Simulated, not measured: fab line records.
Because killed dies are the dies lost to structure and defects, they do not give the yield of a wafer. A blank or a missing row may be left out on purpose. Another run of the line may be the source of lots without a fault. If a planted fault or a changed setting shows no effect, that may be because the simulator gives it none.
fab line records	flow n5-finfet
record: lots: 7	wafers: 21
route steps=1938 shown BEOL_M7@1308 BEOL_M8@1348 BEOL_M9@1404 BEOL_M10@1496 BEOL_M11@1539
start-h: hours from the record's first day to the start of the lot's first wafer shown	wait-h: hours since the lot's step before	" as in the row above	L1.1+2: one row covering several wafers at once	- no value, or no start given	* or withheld: withheld	< > ~ a bound
route shown NAME@n: NAME is a module with steps in the file, n the number in the route of the first one	usual: mean/standard deviation of fault-free wafers	same: alike in all rows	chamber/n: place in a boat	sites: readings site by site	_std_site: the standard deviation of these	_edge_site: mean of outer sites minus mean of inner sites	radius-mm: how far each site lies from the wafer's centre	mask NAME#n: copy n	behind: tool/chamber where the wafer was last shaped	hold: why the lot was held/for how many hours/how that ended	device: whichever transistor did not switch (one of n, p or np)	end of line: the route-end tests of the same wafers	a step given without rows: its recipe and nothing more	killed: count of dies lost to structure and defects at first sort (not the wafer's yield)	map: the dies of a wafer, with x for killed, . for not killed, _ for no die there
set.NAME: the setting the step ran with; set.NAME@STEP: the setting that earlier step ran with	model.NAME: the simulator's own value behind a step, which no gauge read
lots with deliberately changed settings; one table per step, one row per wafer
== steps ==
step: N5_BEOL_M7_TRENCH_ETCH_37
recipe: chemistry: C4F6/O2	target-depth-a: 934.78	target: SiCOH_lowk	time-s: 31.2	ion-energy-ev: 250	pressure-mtorr: 30	source-w: 345	bias-w: 185	Ar_flow_sccm: 300	C4F6_flow_sccm: 10	O2_flow_sccm: 10
lot.wafer	tool	chamber	start-h	wait-h	set.time-s	model.BEOL_M7.feature-depth-nm	model.etch.depth-nm
L074.3	rie-diel-06	2	-	-	31.2	91	90.92
L074.4	"	0	"	"	36.97	109.6	109.6
L074.6	"	0	"	"	31.2	92.8	92.77
L075.1	rie-diel-03	2	-	-	24.27	73.4	73.36
L075.2	"	3	"	"	24.27	72.6	72.58
L075.3	"	1	"	"	31.2	95	94.92
L077.2	rie-diel-03	0	-	-	33.1	97.8	97.74
L077.3	"	3	"	"	31.2	92.4	92.47
L077.5	"	2	"	"	31.2	93.8	93.76
L078.2	rie-diel-06	0	-	-	31.2	93	92.94
L078.5	"	3	"	"	31.2	94.2	94.1
L078.6	"	2	"	"	31.2	91	90.99
L087.1	rie-diel-03	1	-	-	31.2	94.2	94.11
L087.3	"	0	"	"	31.2	93.4	93.47
L087.4	"	2	"	"	31.2	93	93.01
L092.3	rie-diel-06	1	-	-	34.02	98.6	98.6
L092.4	"	0	"	"	31.2	92.6	92.53
L092.6	"	1	"	"	34.02	99	98.94
L097.1	rie-diel-05	0	-	-	25.93	80	79.9
L097.4	"	2	"	"	31.2	96.8	96.84
L097.5	"	0	"	"	25.93	79.2	79.22
step: N5_BEOL_M7_ETCH_41
recipe: chemistry: CH3F/O2	target: SiCN	target-depth-a: 319	taper-deg: 2	time-s: 57.8	ion-energy-ev: 120	mask-material: TiN	pressure-mtorr: 30	source-w: 395	bias-w: 75	Ar_flow_sccm: 150	CH3F_flow_sccm: 30	O2_flow_sccm: 20
usual: rf-vpp-V: 297.3/1.5
lot.wafer	tool	chamber	start-h	wait-h	set.source-w	rf-vpp-V	model.etch.depth-nm
L074.3	rie-diel-06	2	-	-	395	295.9	21.23
L074.4	"	0	"	"	395	298.6	21.51
L074.6	"	0	"	"	395	297.6	21.64
L075.1	rie-diel-03	2	-	-	395	302.3	21.96
L075.2	"	3	"	"	395	295.7	21.82
L075.3	"	1	"	"	330.2	314.2	20.67
L077.2	rie-diel-03	0	-	-	395	297.2	21.91
L077.3	"	3	"	"	446.7	285.9	23.2
L077.5	"	2	"	"	446.7	286.2	23.25
L078.2	rie-diel-06	0	-	-	395	297.1	21.87
L078.5	"	3	"	"	395	298.2	22.25
L078.6	"	2	"	"	395	297.0	21.47
L087.1	rie-diel-03	1	-	-	395	295.2	22.38
L087.3	"	0	"	"	395	296.8	21.97
L087.4	"	2	"	"	395	301.0	22.1
L092.3	rie-diel-06	1	-	-	370.1	306.0	20.78
L092.4	"	0	"	"	370.1	304.4	21.12
L092.6	"	1	"	"	370.1	305.8	20.98
L097.1	rie-diel-05	0	-	-	395	295.5	22.31
L097.4	"	2	"	"	368.8	304.1	22.03
L097.5	"	0	"	"	395	295.1	22.09
step: N5_BEOL_M7_STRIP_80
recipe: chemistry: N2/H2	time-s: 10	power-w: 450	temp-c: 40	pressure-mtorr: 20	rf-frequency-hz: 6e+07	bias-power-w: 7	n2-flow-sccm: 200	h2-flow-sccm: 200
step: N5_BEOL_M7_OCD_MEAS_38
usual: trench-depth-nm: 93.9/1.8
lot.wafer	tool	chamber	start-h	wait-h	set.time-s@BEOL_M7_TRENCH_ETCH_37	trench-depth-nm
L074.3	ocd-01	-	191.50	-	31.2	90.3
L074.4	"	-	"	"	36.97	109.9
L074.6	"	-	"	"	31.2	92.8
L075.1	ocd-01	-	198.03	-	24.27	73.4
L075.2	"	-	"	"	24.27	72.8
L075.3	"	-	"	"	31.2	94.9
L077.2	ocd-01	-	207.48	-	33.1	97.0
L077.3	"	-	"	"	31.2	92.0
L077.5	"	-	"	"	31.2	93.8
L078.2	ocd-02	-	213.49	-	31.2	92.4
L078.5	"	-	"	"	31.2	93.7
L078.6	"	-	"	"	31.2	90.7
L087.1	ocd-02	-	267.87	-	31.2	93.9
L087.3	"	-	"	"	31.2	93.5
L087.4	"	-	"	"	31.2	93.3
L092.3	ocd-01	-	301.32	-	34.02	98.4
L092.4	"	-	"	"	31.2	92.1
L092.6	"	-	"	"	34.02	99.1
L097.1	ocd-01	-	327.51	-	25.93	80.1
L097.4	"	-	"	"	31.2	96.7
L097.5	"	-	"	"	25.93	78.8
step: N5_BEOL_M7_HM_STRIP_39
recipe: chemistry: peroxide-tin-strip	material: TiN	target-depth-a: 250	temp-c: 50	time-s: 158
step: N5_BEOL_M7_SRD_40
recipe: time-s: 30	temp-c: 23	rinse-liquid: diw	dry: ipa-marangoni
step: N5_BEOL_M7_ECD_50
recipe: material: Cu	target-thk-a: 3000
step: N5_BEOL_M7_ANNEAL_51
recipe: temp-c: 225	time-s: 90	ambient: N2
step: N5_BEOL_M7_CMP_52
recipe: stop-on: SiCOH_lowk	t-overpolish-s: 6.9	down-force-psi: 1	platen-rpm: 50	clearing-platen-down-force-psi: 1.5	clearing-platen-rpm: 50	post-cmp-clean: cu-alkaline	target-thk-nm: 80	clearing-platen-pad-velocity-m-s: 0.99484	pad-velocity-m-s: 0.99484
lot.wafer	tool	chamber	start-h	wait-h	set.time-s@BEOL_M7_TRENCH_ETCH_37	model.Cu_of_BEOL_M7_ECD_50.thk-nm
L074.3	cmp-04	3	194.47	0.2	31.2	74.4
L074.4	"	1	"	"	36.97	94
L074.6	"	0	"	"	31.2	78.4
L075.3	cmp-04	2	199.98	0.2	31.2	81.6
L075.1	"	3	"	"	24.27	59.2
L075.2	"	0	"	"	24.27	60.4
L077.2	cmp-02	2	210.22	0.2	33.1	84.4
L077.3	"	0	"	"	31.2	79.4
L077.5	"	2	"	"	31.2	81.2
L078.2	cmp-02	3	215.19	0.3	31.2	79
L078.5	"	1	"	"	31.2	81.4
L078.6	"	2	"	"	31.2	78.6
L087.1	cmp-01	2	270.63	0.3	31.2	82
L087.4	"	3	"	"	31.2	79.4
L087.3	"	1	"	"	31.2	81.2
L092.4	cmp-04	0	304.58	0.1	31.2	80.2
L092.3	"	3	"	"	34.02	84.4
L092.6	"	1	"	"	34.02	85
L097.1	cmp-01	1	329.97	0.3	25.93	68.6
L097.4	"	2	"	"	31.2	83.4
L097.5	"	2	"	"	25.93	66.4
step: N5_BEOL_M7_THK_MEAS_53
recipe: thk-meas-gauge: xrf	reads: Cu_of_BEOL_M7_ECD_50
usual: M7_THK: 81.1/2.2
lot.wafer	tool	chamber	start-h	wait-h	set.time-s@BEOL_M7_TRENCH_ETCH_37	M7_THK[nm]
L074.3	film-metro-01	-	194.77	-	31.2	74.6
L074.4	"	-	"	"	36.97	93.9
L074.6	"	-	"	"	31.2	78.4
L075.1	film-metro-01	-	200.28	-	24.27	59.3
L075.2	"	-	"	"	24.27	60.6
L075.3	"	-	"	"	31.2	82.2
L077.2	film-metro-02	-	210.47	-	33.1	85.1
L077.3	"	-	"	"	31.2	79.9
L077.5	"	-	"	"	31.2	81.8
L078.2	film-metro-01	-	215.41	-	31.2	79.5
L078.5	"	-	"	"	31.2	82.4
L078.6	"	-	"	"	31.2	79.1
L087.1	film-metro-02	-	270.92	-	31.2	83.3
L087.3	"	-	"	"	31.2	81.7
L087.4	"	-	"	"	31.2	80.2
L092.3	film-metro-01	-	304.87	-	34.02	84.2
L092.4	"	-	"	"	31.2	80.3
L092.6	"	-	"	"	34.02	84.9
L097.1	film-metro-02	-	330.27	-	25.93	68.7
L097.4	"	-	"	"	31.2	83.5
L097.5	"	-	"	"	25.93	66.4
step: N5_BEOL_M7_PRE_CLEAN_55
recipe: gas: NH3	time-s: 15	temp-c: withheld	rf-power-w: 300
step: N5_BEOL_M7_DEP_56
recipe: material: SiCN	target-thk-a: 100	temp-c: withheld	precursor: 3MS/NH3	pressure-torr: 3	rf-w: 202	time-s: 17.5
step: N5_BEOL_M7_RS_MEAS_57
recipe: thk-meas-gauge: four-point-probe	reads: Cu_of_BEOL_M7_ECD_50+Co_of_BEOL_M7_CVD_78+TaN_of_BEOL_M7_ALD_77
usual: M7_RS: 0.283/0.0092
lot.wafer	tool	chamber	start-h	wait-h	set.time-s@BEOL_M7_TRENCH_ETCH_37	M7_RS[ohm/sq]
L074.3	film-metro-02	-	194.90	0.1	31.2	0.312
L074.4	"	-	"	"	36.97	0.238
L074.6	"	-	"	"	31.2	0.293
L075.1	film-metro-02	-	200.41	0.1	24.27	0.411
L075.2	"	-	"	"	24.27	0.401
L075.3	"	-	"	"	31.2	0.279
L077.2	film-metro-02	-	210.60	0.1	33.1	0.269
L077.3	"	-	"	"	31.2	0.288
L077.5	"	-	"	"	31.2	0.282
L078.2	film-metro-02	-	215.55	0.1	31.2	0.290
L078.5	"	-	"	"	31.2	0.280
L078.6	"	-	"	"	31.2	0.292
L087.1	film-metro-02	-	271.05	0.1	31.2	0.278
L087.3	"	-	"	"	31.2	0.281
L087.4	"	-	"	"	31.2	0.288
L092.3	film-metro-02	-	305.00	0.1	34.02	0.268
L092.4	"	-	"	"	31.2	0.285
L092.6	"	-	"	"	34.02	0.267
L097.1	film-metro-01	-	330.40	0.1	25.93	0.343
L097.4	"	-	"	"	31.2	0.272
L097.5	"	-	"	"	25.93	0.357
step: N5_BEOL_M8_DESCUM_16
recipe: chemistry: O2	time-s: 7.9	source-power-w: 50	bias-power-w: 20	pressure-mtorr: 20	rf-frequency-hz: 2.712e+07	temp-c: 40	resist: CAR-ArF	o2-flow-sccm: 225
lot.wafer	tool	chamber	start-h	wait-h	set.time-s	model.CAR-ArF_of_BEOL_M8_COAT_05.thk-nm
L074.3+4	rie-diel-04	1,0	198.37	0.0	6.548	84
L074.6	"	2	"	"	7.9	83.2
L075.1	rie-diel-04	1	202.46	0.1	6.399	84
L075.2	"	2	"	"	7.9	82.8
L075.3	"	0	"	"	6.399	84.2
L077.2+5	rie-diel-04	2,0	212.80	0.1	9.191	82.8
L077.3	"	1	"	"	9.191	83
L078.2	rie-diel-02	0	218.61	0.0	7.334	84
L078.5	"	3	"	"	7.9	83.6
L078.6	"	2	"	"	7.334	84.2
L087.1	rie-diel-04	1	272.97	0.0	7.9	83.6
L087.3	"	0	"	"	7.9	83
L087.4	"	0	"	"	7.9	83.4
L092.3	rie-diel-01	3	306.39	0.0	9.534	83
L092.4	"	2	"	"	7.9	83.8
L092.6	"	1	"	"	7.9	83.6
L097.1+4	rie-diel-02	0,3	332.52	0.0	6.253	84.2
L097.5	"	1	"	"	7.9	83.2
step: N5_BEOL_M8_ETCH_62
recipe: chemistry: N2/H2	target: SOC	target-depth-a: 1100	overetch-a: 220	mask-material: SiARC	temp-c: 40	time-s: 165	ion-energy-ev: 200	pressure-mtorr: 30	source-w: 840	bias-w: 150	n2-flow-sccm: 200	h2-flow-sccm: 200
usual: rf-vpp-V: 523.9/1.8
lot.wafer	tool	chamber	start-h	wait-h	set.source-w	rf-vpp-V
L074.3	rie-diel-04	1	198.46	0.0	840	522.8
L074.4	"	0	"	"	795.8	533.8
L074.6	"	2	"	"	795.8	535.5
L075.1	rie-diel-04	1	202.55	0.0	840	523.1
L075.2	"	2	"	"	840	524.0
L075.3	"	0	"	"	893.6	513.3
L077.2	rie-diel-04	2	212.89	0.0	703	556.2
L077.3	"	1	"	"	840	522.6
L077.5	"	0	"	"	703	557.1
L078.2	rie-diel-02	0	218.71	0.0	840	523.8
L078.5	"	3	"	"	840	527.1
L078.6	"	2	"	"	878.3	517.6
L087.1	rie-diel-04	1	273.06	0.0	840	519.9
L087.3	"	0	"	"	840	523.8
L087.4	"	0	"	"	840	525.3
L092.3	rie-diel-01	3	306.48	0.0	937.4	504.4
L092.4	"	2	"	"	937.4	506.5
L092.6	"	1	"	"	840	523.4
L097.1	rie-diel-02	0	332.61	0.0	840	524.6
L097.4	"	3	"	"	840	524.8
L097.5	"	1	"	"	840	524.1
step: N5_BEOL_M9_PECVD_70
recipe: material: SiO2	target-thk-a: 200	temp-c: 400	precursor: TEOS/O2	pressure-torr: 5.5	rf-w: 450	teos-flow-sccm: 53.8	gas: O2	flow-sccm: 3000	time-s: 22.7
lot.wafer	tool	chamber	start-h	wait-h	set.temp-c	model.SiO2_of_BEOL_M9_PECVD_70.thk-nm
L074.3+4	pecvd-02	0,2	203.02	0.1	400	20
L074.6	"	2	"	"	400	19.8
L075.1	pecvd-02	2	208.61	0.0	408.7	18.8
L075.2	"	0	"	"	400	20
L075.3	"	0	"	"	400	20.2
L077.2	pecvd-02	0	217.21	0.0	400	19.8
L077.3	"	2	"	"	394.2	20.4
L077.5	"	0	"	"	400	20.4
L078.2	pecvd-01	2	224.80	0.0	415.6	17.6
L078.5	"	1	"	"	400	20.4
L078.6	"	2	"	"	400	20.2
L087.1	pecvd-03	0	279.12	0.0	400	19.8
L087.3	"	1	"	"	400	20
L087.4	"	0	"	"	400	20.4
L092.3	pecvd-02	2	313.58	0.0	392.4	20.8
L092.4	"	2	"	"	392.4	21
L092.6	"	1	"	"	400	20.2
L097.1+4	pecvd-01	1,2	337.88	0.0	400	19.8
L097.5	"	1	"	"	400	20
step: N5_BEOL_M9_HM_DEP_02
recipe: material: TiN	target-thk-a: 200	temp-c: 25	chamber-pressure-pa: 0.49996
lot.wafer	tool	chamber	start-h	wait-h	set.target-thk-a	model.TiN_of_BEOL_M9_HM_DEP_02.thk-nm
L074.3	pvd-sputter-01	-	204.45	1.4	200	19.8
L074.4	"	-	"	"	182.4	18
L074.6	"	-	"	"	182.4	18.2
L075.1+3	pvd-sputter-02	-	208.69	0.1	206.8	20.6
L075.2	"	-	"	"	200	19.6
L077.2	pvd-sputter-02	-	218.45	1.2	200	19.6
L077.3+5	"	-	"	"	200	19.4
L078.2+6	pvd-sputter-03	-	226.01	1.2	200	20
L078.5	"	-	"	"	200	19.8
L087.1	pvd-sputter-03	-	281.06	1.9	200	20.2
L087.3+4	"	-	"	"	200	20
L092.3	pvd-sputter-01	-	315.41	1.8	200	20.2
L092.4	"	-	"	"	200	20
L092.6	"	-	"	"	179.3	17.8
L097.1+5	pvd-sputter-02	-	338.63	0.7	200	19.8
L097.4	"	-	"	"	200	19.4
step: N5_BEOL_M9_COAT_59
recipe: resist: SOC	temp-c: 250	time-s: 60	spin-rpm: 1500	resist-thk-nm: 100
step: N5_BEOL_M9_COAT_60
recipe: resist: SiARC	temp-c: 220	time-s: 60	spin-rpm: 1500	resist-thk-nm: 30
step: N5_BEOL_M9_STRIP_68
recipe: chemistry: N2/H2	temp-c: 40	n2-flow-sccm: 200	h2-flow-sccm: 200	rf-frequency-hz: 6e+07
step: N5_BEOL_M9_STRIP_67
recipe: chemistry: CF4	resist: SiARC	power-w: 300	bias-power-w: 75	pressure-mtorr: 50	cf4-flow-sccm: 150	rf-frequency-hz: 6e+07
step: N5_BEOL_M9_HM_OPEN_17
recipe: chemistry: Cl2/BCl3	target-depth-a: 200	overetch-a: 60	target: TiN	mask-material: SOC	ion-energy-ev: 150	pressure-mtorr: 10	icp-w: 1000	bias-w: 126	Cl2_flow_sccm: 53.25	bcl3-flow-sccm: 21.75	Ar_flow_sccm: 25
lot.wafer	tool	chamber	start-h	wait-h	set.target-thk-a@BEOL_M9_HM_DEP_02	model.etch.depth-nm
L074.3	rie-metal-02	1	205.52	0.1	200	19.87
L074.4	"	0	"	"	182.4	18.02
L074.6	"	1	"	"	182.4	18.11
L075.1	rie-metal-02	1	209.58	0.0	206.8	20.53
L075.2	"	0	"	"	200	19.64
L075.3	"	1	"	"	206.8	20.64
L077.2	rie-metal-02	1	219.41	0.0	200	19.68
L077.3	"	1	"	"	200	19.36
L077.5	"	0	"	"	200	19.4
L078.2	rie-metal-02	0	226.86	0.0	200	20.02
L078.5	"	0	"	"	200	19.88
L078.6	"	1	"	"	200	19.99
L087.1	rie-metal-01	1	281.92	0.0	200	20.3
L087.3	"	0	"	"	200	20.02
L087.4	"	1	"	"	200	20.08
L092.3	rie-metal-03	1	316.36	0.1	200	20.26
L092.4	"	0	"	"	200	19.96
L092.6	"	1	"	"	179.3	17.8
L097.1	rie-metal-02	1	339.53	0.0	200	19.75
L097.4	"	0	"	"	200	19.37
L097.5	"	0	"	"	200	19.85
step: N5_BEOL_M10_COAT_22
recipe: resist: CAR-ArF	spin-rpm: 1500	resist-thk-nm: 90
lot.wafer	tool	chamber	start-h	wait-h	set.spin-rpm	model.CAR-ArF_of_BEOL_M10_COAT_22.thk-nm
L074.3	litho-track-01	0	-	-	1500	90.4
L074.4+6	"	0	"	"	1500	90.2
L075.1+2+3	litho-track-01	0	-	-	1500	90.2
L077.2	litho-track-01	0	-	-	1358	94.4
L077.3	"	0	"	"	1358	94.6
L077.5	"	0	"	"	1500	89.8
L078.2	litho-track-02	0	-	-	1500	89.4
L078.5	"	0	"	"	1624	85.8
L078.6	"	0	"	"	1624	86
L087.1+3+4	litho-track-02	0	-	-	1500	89.8
L092.3	litho-track-02	0	-	-	1426	92
L092.4	"	0	"	"	1500	89.4
L092.6	"	0	"	"	1500	89.6
L097.1+5	litho-track-01	0	-	-	1500	90.4
L097.4	"	0	"	"	1339	95.4
step: N5_BEOL_M10_EBR_24
recipe: solvent: PGMEA	ebr-width-mm: 1.5
step: N5_BEOL_M10_SOFTBAKE_23
recipe: temp-c: 110	time-s: 60	resist: CAR-ArF
step: N5_BEOL_M10_EXPOSE_25
recipe: mask-id: V9	na: 1.35	source-shape: annular	sigma-inner: 0.5	sigma-outer: 0.8	polarization: unpolarized	dose-mj: 85.5
step: N5_BEOL_M10_PEB_26
recipe: peb-temp-c: withheld	peb-time-s: 60	resist: CAR-ArF
step: N5_BEOL_M10_DEVELOP_27
recipe: develop-time-s: 30	developer: TMAH	resist: CAR-ArF	rinse-liquid: diw	dry: air-spin	dev-temp-c: 23
lot.wafer	tool	chamber	start-h	wait-h	set.spin-rpm@BEOL_M10_COAT_22	model.CAR-ArF_of_BEOL_M10_COAT_22.thk-nm
L074.3+6	litho-track-01	0	-	-	1500	88.6
L074.4	"	0	"	"	1500	88.4
L075.1+2	litho-track-03	0	-	-	1500	88.4
L075.3	"	0	"	"	1500	88.6
L077.2	litho-track-03	0	-	-	1358	92.8
L077.3	"	0	"	"	1358	93
L077.5	"	0	"	"	1500	88.2
L078.2	litho-track-03	0	-	-	1500	87.8
L078.5	"	0	"	"	1624	84.2
L078.6	"	0	"	"	1624	84.4
L087.1+3+4	litho-track-01	0	-	-	1500	88
L092.3	litho-track-02	0	-	-	1426	90.4
L092.4	"	0	"	"	1500	87.6
L092.6	"	0	"	"	1500	88
L097.1+5	litho-track-02	0	-	-	1500	88.8
L097.4	"	0	"	"	1339	93.6
step: N5_BEOL_M11_PECVD_70
recipe: material: SiO2	target-thk-a: 200	temp-c: 400	precursor: TEOS/O2	pressure-torr: 5.5	rf-w: 450	teos-flow-sccm: 53.8	gas: O2	flow-sccm: 3000	time-s: 22.7
lot.wafer	tool	chamber	start-h	wait-h	set.time-s	model.SiO2_of_BEOL_M11_PECVD_70.thk-nm
L074.3	pecvd-03	0	217.49	0.0	22.7	19.8
L074.4	"	2	"	"	22.7	20
L074.6	"	0	"	"	22.7	20.2
L075.1	pecvd-04	0	221.91	0.0	24.72	21.4
L075.2	"	2	"	"	22.7	19.6
L075.3	"	1	"	"	22.7	19.4
L077.2+3	pecvd-03	1,2	235.10	0.0	22.7	20
L077.5	"	2	"	"	22.7	20.4
L078.2	pecvd-04	1	240.36	0.0	22.7	19.4
L078.5	"	1	"	"	24.36	21
L078.6	"	0	"	"	22.7	20
L087.1+3	pecvd-02	2,1	297.09	0.0	22.7	19.8
L087.4	"	0	"	"	22.7	20.2
L092.3	pecvd-04	0	330.64	0.0	22.7	19.6
L092.4+6	"	1,0	"	"	20.03	17.8
L097.1+5	pecvd-02	2	354.86	0.0	22.7	19.8
L097.4	"	1	"	"	20.68	18
== key ==
split: step: N5_BEOL_M7_TRENCH_ETCH_37	setting: time-s	stated: 31.2	by: wafer
response: step: N5_BEOL_M7_TRENCH_ETCH_37	reading: model.BEOL_M7.feature-depth-nm	change: +0.961	per: 1%	r: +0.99
response: step: N5_BEOL_M7_TRENCH_ETCH_37	reading: model.etch.depth-nm	change: +0.962	per: 1%	r: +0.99
response: step: N5_BEOL_M7_OCD_MEAS_38	reading: trench-depth-nm	change: +0.967	per: 1%	r: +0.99
response: step: N5_BEOL_M7_CMP_52	reading: model.Cu_of_BEOL_M7_ECD_50.thk-nm	change: +0.923	per: 1%	r: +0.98
response: step: N5_BEOL_M7_THK_MEAS_53	reading: M7_THK	change: +0.928	per: 1%	r: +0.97
response: step: N5_BEOL_M7_RS_MEAS_57	reading: M7_RS	change: -0.0045	per: 1%	r: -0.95
split: step: N5_BEOL_M7_ETCH_41	setting: source-w	stated: 395	by: wafer
response: step: N5_BEOL_M7_ETCH_41	reading: rf-vpp-V	change: -0.936	per: 1%	r: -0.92
response: step: N5_BEOL_M7_ETCH_41	reading: model.etch.depth-nm	change: +0.0791	per: 1%	r: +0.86
split: step: N5_BEOL_M8_DESCUM_16	setting: time-s	stated: 7.9	by: wafer
response: step: N5_BEOL_M8_DESCUM_16	reading: model.CAR-ArF_of_BEOL_M8_COAT_05.thk-nm	change: -0.0493	per: 1%	r: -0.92
split: step: N5_BEOL_M8_ETCH_62	setting: source-w	stated: 840	by: wafer
response: step: N5_BEOL_M8_ETCH_62	reading: rf-vpp-V	change: -1.9	per: 1%	r: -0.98
split: step: N5_BEOL_M9_PECVD_70	setting: temp-c	stated: 400	by: wafer
response: step: N5_BEOL_M9_PECVD_70	reading: model.SiO2_of_BEOL_M9_PECVD_70.thk-nm	change: -0.589	per: 1%	r: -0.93
split: step: N5_BEOL_M9_HM_DEP_02	setting: target-thk-a	stated: 200	by: wafer
response: step: N5_BEOL_M9_HM_DEP_02	reading: model.TiN_of_BEOL_M9_HM_DEP_02.thk-nm	change: +0.215	per: 1%	r: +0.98
response: step: N5_BEOL_M9_HM_OPEN_17	reading: model.etch.depth-nm	change: +0.219	per: 1%	r: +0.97
split: step: N5_BEOL_M10_COAT_22	setting: spin-rpm	stated: 1500	by: wafer
response: step: N5_BEOL_M10_COAT_22	reading: model.CAR-ArF_of_BEOL_M10_COAT_22.thk-nm	change: -0.469	per: 1%	r: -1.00
response: step: N5_BEOL_M10_DEVELOP_27	reading: model.CAR-ArF_of_BEOL_M10_COAT_22.thk-nm	change: -0.463	per: 1%	r: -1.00
split: step: N5_BEOL_M11_PECVD_70	setting: time-s	stated: 22.7	by: wafer
response: step: N5_BEOL_M11_PECVD_70	reading: model.SiO2_of_BEOL_M11_PECVD_70.thk-nm	change: +0.182	per: 1%	r: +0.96
